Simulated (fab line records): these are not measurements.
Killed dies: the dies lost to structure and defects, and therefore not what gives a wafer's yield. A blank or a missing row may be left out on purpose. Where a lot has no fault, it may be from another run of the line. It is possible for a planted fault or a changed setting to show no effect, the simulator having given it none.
Chamber matching    flow n5 finfet    3 sister chambers for N5_BEOL_M3_DEP_57 on pecvd-02
The step deposits SiCN from 3MS/NH3, target thk 8 nm, time 14 s. 3 wafers are shown with their chamber, then 9 later ones without.

## WAFERS PAIRED WITH THEIR CHAMBERS
wafer   chamber  throttle valve pct (%)
L076.5  2        8.9
L086.4  1        9.4
L086.6  0        9.5

## WAFERS MISSING THEIR CHAMBER
wafer   throttle valve pct (%)
L092.1  9.6
L092.4  9.0
L092.6  9.9
L094.2  8.9
L094.3  9.5
L094.5  9.5
L095.4  9.5
L095.5  9.8
L095.6  9.3

## THE CHAMBER EACH PASSED THROUGH
wafer   from the rows above           in truth
L092.1  can't be placed: 0 or 1       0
L092.4  can't be placed: 2 or 1       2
L092.6  can't be placed: 0 or 1       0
L094.2  2                             2
L094.3  can't be placed: 0 or 1       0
L094.5  can't be placed: 0 or 1       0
L095.4  can't be placed: 0 or 1       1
L095.5  can't be placed: 0 or 1       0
L095.6  can't be placed: 1 or 0 or 2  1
Placed correctly: 1 of 9. These rows do not allow placing 8 (true chamber among the candidates in 8). Wrongly placed: 0.
How it was worked out, from the rows above alone: a wafer's distance from a chamber is the root of the sum, over the readings, of the square of ((its reading less the chamber's mean) divided by the reading's scatter). The wafer belongs to the nearest chamber; if the next one is less than 2 further off, it can't be placed. The mean given for a chamber averages the wafers shown for that chamber. The scatter: root of mean squared gap, hidden wafer to nearest shown wafer, with one shown wafer a chamber.
